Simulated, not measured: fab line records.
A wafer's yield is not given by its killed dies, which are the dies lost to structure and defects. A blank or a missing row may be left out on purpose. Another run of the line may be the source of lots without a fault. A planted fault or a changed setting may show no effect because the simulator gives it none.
fab line records    flow n5_finfet    part 2 of 2: steps 5 to 6 of 6
[record] lots = 21  wafers = 63  last_day = 18
route steps=1938 shown FIN_SAQP@134 FIN_CUT@173 DUMMY_GATE@219 SPACER0@259
lots with no fault: from the same line, run without faults
start_h: the number of hours between the record's first day and the start of the first shown wafer of the lot    wait_h: how many hours have passed since the lot's step before this one    " as in the row above    L1.1+2: a row that stands for several wafers    - either no value or no given start    * or withheld: withheld    < > ~ a bound
route shown NAME@n: a module of which the file shows steps, and the number in the route of the first    usual: the fault-free wafers' mean and standard deviation    same: alike in all rows    chamber/n: place in a boat    sites: each site's reading    _std_site: standard deviation across them    _edge_site: outer sites' mean less inner sites'    radius_mm: how far each site lies from the wafer's centre    mask NAME#n: copy n    behind: the tool/chamber that last shaped the wafer    hold: why the lot was held/for how many hours/how that ended    device: whichever transistor did not switch (one of n, p or np)    end of line: tests run on the same wafers once the route is complete    where a step has no rows: the recipe by itself    killed: not the wafer's yield, but the dies lost to structure and defects at the first sort    map: a wafer's dies, x killed, . not, _ none there
set.NAME: the setting that was run; set.NAME@STEP: the one run at that earlier step    model.NAME: the simulator's own value behind a step, which no gauge read
a sample of lots followed through the steps of the route, with each step as a table and each wafer as a row
services: the hour from which a tool's chamber was out of use, counted from the record's first day as start_h (under 0 if before that day), plus the number of hours and why
[[steps]]
[step N5_DUMMY_GATE_STRIP_48]
[recipe] chemistry = N2/H2  time_s = 20  power_w = 100  temp_c = 40  pressure_mtorr = 100  rf_frequency_hz = 6e+07  bias_power_w = 3  n2_flow_sccm = 300  h2_flow_sccm = 300
[usual] chamber_pressure_mTorr = 100.00/0.094  drypump_motor_current_A = 5.5/0.42  oes_product_au = 0.82/0.1  rf_vpp_V = 45.4/0.88  showerhead_plenum_p_Torr = 3.39/0.12  throttle_valve_pct = 12.19/0.26
lot.wafer  tool         chamber  start_h  wait_h  chamber_pressure_mTorr  drypump_motor_current_A  oes_product_au  rf_hours_counter_h  rf_vpp_V  showerhead_plenum_p_Torr  throttle_valve_pct
L074.1     rie_diel-03  3        49.60    0.0     99.96                   4.7                      0.93            13                  45.1      3.32                      12.13
L074.2     "            2        "        "       99.98                   5.4                      0.88            47                  44.4      3.57                      12.28
L074.6     "            1        "        "       99.92                   5.9                      0.97            -                   44.7      3.44                      11.89
L075.1     rie_diel-01  3        57.47    0.0     100.02                  5.4                      0.97            5                   46.4      3.46                      11.92
L075.4     "            1        "        "       99.86                   6.0                      0.67            250                 44.4      3.19                      12.25
L075.5     "            1        "        "       100.03                  6.0                      0.67            -                   45.1      3.19                      12.25
L076.1     rie_diel-03  1        59.57    0.0     100.15                  5.9                      0.95            5                   46.9      3.44                      11.90
L076.2     "            2        "        "       99.97                   5.4                      0.87            50                  46.9      3.56                      12.26
L076.4     "            3        "        "       100.13                  4.7                      0.92            16                  45.1      3.32                      12.12
L077.2     rie_diel-03  0        66.73    0.0     100.00                  5.2                      0.72            202                 45.0      3.22                      12.45
L077.5     "            2        "        "       100.08                  5.4                      0.87            -                   46.0      3.56                      12.27
L077.6     "            1        "        "       99.94                   5.9                      0.94            -                   45.8      3.44                      11.89
L078.3     rie_diel-03  1        70.98    0.0     100.05                  5.9                      0.95            8                   46.9      3.44                      11.89
L078.5     "            2        "        "       100.10                  5.4                      0.86            -                   45.8      3.56                      12.28
L078.6     "            1        "        "       99.85                   5.9                      0.94            -                   45.7      3.44                      11.89
L080.3     rie_diel-03  3        88.01    0.0     100.07                  4.8                      0.91            23                  44.8      3.31                      12.14
L080.5     "            3        "        "       99.99                   4.8                      0.91            -                   45.6      3.31                      12.14
L080.6     "            2        "        "       100.04                  5.4                      0.85            -                   45.2      3.56                      12.30
L081.1     rie_diel-01  3        89.85    0.0     99.96                   5.4                      0.93            16                  44.3      3.45                      11.94
L081.3     "            0        "        "       100.03                  5.1                      0.91            26                  45.3      3.58                      12.08
L081.5     "            1        "        "       99.94                   6.0                      0.94            -                   46.9      3.59                      11.61
L082.1     rie_diel-03  2        97.80    0.0     100.00                  5.4                      0.86            59                  44.8      3.56                      12.30
L082.4     "            3        "        "       100.03                  4.8                      0.90            25                  44.5      3.31                      12.14
L082.5     "            0        "        "       99.79                   5.3                      0.71            -                   45.1      3.22                      12.43
L083.2     rie_diel-01  3        107.14   0.0     100.13                  5.4                      0.93            22                  45.6      3.45                      11.96
L083.5     "            1        "        "       100.01                  6.0                      0.93            -                   46.3      3.59                      11.63
L083.6     "            2        "        "       100.07                  5.6                      0.71            -                   44.9      3.34                      12.46
L085.1     rie_diel-01  3        117.26   0.0     100.03                  5.4                      0.92            25                  45.6      3.44                      11.95
L085.5     "            2        "        "       100.08                  5.5                      0.70            -                   45.5      3.34                      12.47
L085.6     "            3        "        "       99.91                   5.4                      0.91            -                   45.4      3.45                      11.96
L086.1     rie_diel-03  1        120.29   0.0     99.94                   5.9                      0.90            22                  45.9      3.43                      11.94
L086.2     "            3        "        "       100.02                  4.8                      0.88            32                  46.0      3.31                      12.17
L086.3     "            2        "        "       100.09                  5.4                      0.84            66                  45.4      3.56                      12.33
L087.1     rie_diel-03  3        125.68   0.0     100.02                  4.8                      0.88            34                  46.8      3.31                      12.18
L087.3     "            0        "        "       100.00                  5.3                      0.71            218                 44.1      3.21                      12.47
L087.5     "            0        "        "       100.03                  5.3                      0.71            -                   45.8      3.21                      12.47
L089.1     rie_diel-04  3        137.36   0.0     100.15                  6.5                      0.71            202                 44.9      3.21                      12.32
L089.2     "            1        "        "       99.83                   5.7                      0.86            58                  45.2      3.30                      11.88
L089.5     "            1        "        "       100.00                  5.7                      0.86            -                   45.2      3.30                      11.89
L090.3     rie_diel-04  2        142.03   0.0     99.99                   5.8                      0.69            217                 45.1      3.47                      12.44
L090.5     "            0        "        "       100.14                  5.8                      0.69            -                   45.8      3.47                      12.46
L090.6     "            1        "        "       99.93                   5.7                      0.85            -                   44.7      3.29                      11.89
L091.2     rie_diel-03  3        149.02   0.0     100.15                  4.8                      0.88            41                  44.3      3.30                      12.21
L091.4     "            0        "        "       100.01                  5.3                      0.72            -                   44.7      3.21                      12.49
L091.5     "            3        "        "       100.11                  4.8                      0.88            -                   44.1      3.30                      12.18
L092.2     rie_diel-03  1        154.80   0.0     100.00                  5.9                      0.89            32                  46.1      3.43                      11.96
L092.3     "            0        "        "       99.98                   5.2                      0.70            227                 44.2      3.21                      12.51
L092.5     "            3        "        "       99.95                   4.8                      0.87            -                   45.9      3.30                      12.20
L093.1     rie_diel-04  2        164.22   0.0     99.86                   5.8                      0.69            222                 44.8      3.46                      12.45
L093.3     "            3        "        "       100.04                  6.5                      0.71            209                 46.1      3.21                      12.33
L093.6     "            1        "        "       99.92                   5.8                      0.85            -                   45.2      3.29                      11.89
L094.2     rie_diel-03  0        172.55   0.0     100.09                  5.3                      0.70            233                 44.8      3.21                      12.50
L094.3     "            3        "        "       99.87                   4.8                      0.86            49                  47.4      3.30                      12.21
L094.5     "            0        "        "       99.87                   5.3                      0.70            -                   43.8      3.21                      12.52
L095.3     rie_diel-04  3        173.79   0.0     99.99                   6.5                      0.71            212                 44.7      3.21                      12.33
L095.4     "            1        "        "       99.89                   5.7                      0.85            67                  46.6      3.29                      11.91
L095.5     "            3        "        "       99.97                   6.5                      0.71            -                   44.2      3.21                      12.33
L096.3     rie_diel-03  0        188.35   0.0     100.16                  5.3                      0.69            238                 43.4      3.20                      12.52
L096.4     "            1        "        "       100.07                  6.0                      0.87            43                  44.3      3.42                      11.98
L096.5     "            1        "        "       100.04                  5.9                      0.87            -                   44.7      3.42                      12.00
L097.1     rie_diel-04  0        191.92   0.0     100.01                  5.8                      0.68            246                 46.8      3.46                      12.49
L097.2     "            1        "        "       99.96                   5.7                      0.84            74                  45.6      3.29                      11.92
L097.3     "            2        "        "       99.88                   5.8                      0.68            231                 45.5      3.46                      12.48
[step N5_SPACER0_ALD_00]
[recipe] material = SiOCN  target_thk_a = 35  temp_c = 400  ald_precursor_family = alkyl-aminosilane  ald_co_reactant = O2/N2-plasma  pulse_time_s = 3  purge_time_s = 2  co_reactant_purge_time_s = 2  ald_cycles = 58  pressure_torr = 2
[usual] heater_power_w = 896/83  precursor_pulse_height_rel = 1.001/0.017
lot.wafer  tool        chamber  start_h  wait_h  heater_power_w  precursor_pulse_height_rel
L074.1     ald_sin-04  1        49.98    0.1     836             1.020
L074.2     "           2        "        "       1028            1.017
L074.6     "           1        "        "       849             1.005
L075.1     ald_sin-03  3        57.85    0.1     883             0.985
L075.4     "           1        "        "       922             1.015
L075.5     "           2        "        "       942             1.012
L076.1     ald_sin-03  1        59.94    0.1     923             0.997
L076.2     "           3        "        "       855             0.982
L076.4     "           2        "        "       946             1.017
L077.2     ald_sin-01  0        67.12    0.1     989             1.015
L077.5     "           1        "        "       882             1.023
L077.6     "           2        "        "       798             1.012
L078.3     ald_sin-04  0        71.35    0.1     995             1.015
L078.5     "           1        "        "       856             1.013
L078.6     "           0        "        "       968             0.981
L080.3     ald_sin-03  2        88.39    0.1     960             1.003
L080.5     "           0        "        "       774             1.004
L080.6     "           3        "        "       880             1.000
L081.1     ald_sin-04  3        91.72    0.1     839             1.022
L081.3     "           1        "        "       845             1.023
L081.5     "           1        "        "       851             1.000
L082.1     ald_sin-04  0        98.41    0.1     963             1.003
L082.4     "           1        "        "       840             1.056
L082.5     "           1        "        "       857             1.002
L083.2     ald_sin-03  0        107.75   0.1     789             1.003
L083.5     "           2        "        "       942             0.996
L083.6     "           3        "        "       898             1.001
L085.1     ald_sin-01  0        117.65   0.1     885             1.015
L085.5     "           2        "        "       805             1.040
L085.6     "           1        "        "       833             1.001
L086.1     ald_sin-01  2        120.67   0.1     805             0.991
L086.2     "           3        "        "       740             0.988
L086.3     "           1        "        "       838             1.007
L087.1     ald_sin-03  3        126.06   0.1     880             0.999
L087.3     "           1        "        "       959             1.005
L087.5     "           1        "        "       945             1.022
L089.1     ald_sin-04  0        137.76   0.1     996             1.016
L089.2     "           1        "        "       855             0.992
L089.5     "           3        "        "       818             1.000
L090.3     ald_sin-04  0        142.76   0.1     1014            1.011
L090.5     "           2        "        "       1018            0.961
L090.6     "           1        "        "       858             0.983
L091.2     ald_sin-01  2        149.40   0.1     829             0.993
L091.4     "           1        "        "       811             0.994
L091.5     "           2        "        "       827             1.004
L092.2     ald_sin-04  2        155.72   0.1     1014            1.015
L092.3     "           1        "        "       862             0.988
L092.5     "           3        "        "       860             1.025
L093.1     ald_sin-04  1        164.69   0.1     842             0.986
L093.3     "           0        "        "       1005            0.959
L093.6     "           0        "        "       997             1.000
L094.2     ald_sin-03  2        172.93   0.1     975             1.008
L094.3     "           3        "        "       916             0.995
L094.5     "           2        "        "       965             1.001
L095.3     ald_sin-03  2        174.17   0.1     975             0.999
L095.4     "           0        "        "       782             1.011
L095.5     "           1        "        "       957             1.007
L096.3     ald_sin-04  2        190.53   0.1     1005            1.000
L096.4     "           0        "        "       1001            0.995
L096.5     "           0        "        "       979             0.984
L097.1     ald_sin-03  0        192.30   0.1     776             0.996
L097.2     "           3        "        "       865             0.985
L097.3     "           1        "        "       915             0.983
[[services]]
tool         chamber  start_h  hours  kind
rie_diel-02  0        1.37     6.3    repair
rie_diel-03  0        17.93    3.8    repair
rie_diel-02  -        35.44    0.6    repair
rie_diel-02  0        38.20    4.3    repair
rie_diel-05  0        40.26    8.8    repair
rie_diel-01  3        44.83    2.5    repair
ald_sin-04   -        54.85    1.3    repair
ald_sin-03   0        56.16    5.3    repair
ald_sin-01   3        57.12    31.8   repair
rie_diel-05  0        67.15    3.7    repair
rie_diel-04  1        89.19    5.1    repair
ald_sin-03   1        101.55   18.4   repair
rie_diel-01  0        102.36   22.0   repair
rie_diel-04  1        105.96   14.5   repair
rie_diel-05  3        117.14   1.4    repair
rie_diel-04  3        120.72   9.8    repair
rie_diel-03  2        147.89   8.5    repair
rie_diel-04  -        150.63   0.2    repair
rie_diel-05  0        158.30   8.1    repair
rie_diel-01  2        163.08   6.8    repair
ald_sin-03   -        177.86   14.0   pm
rie_diel-04  0        179.56   5.8    repair
rie_diel-05  3        185.11   4.9    repair
rie_diel-04  3        185.77   45.5   repair
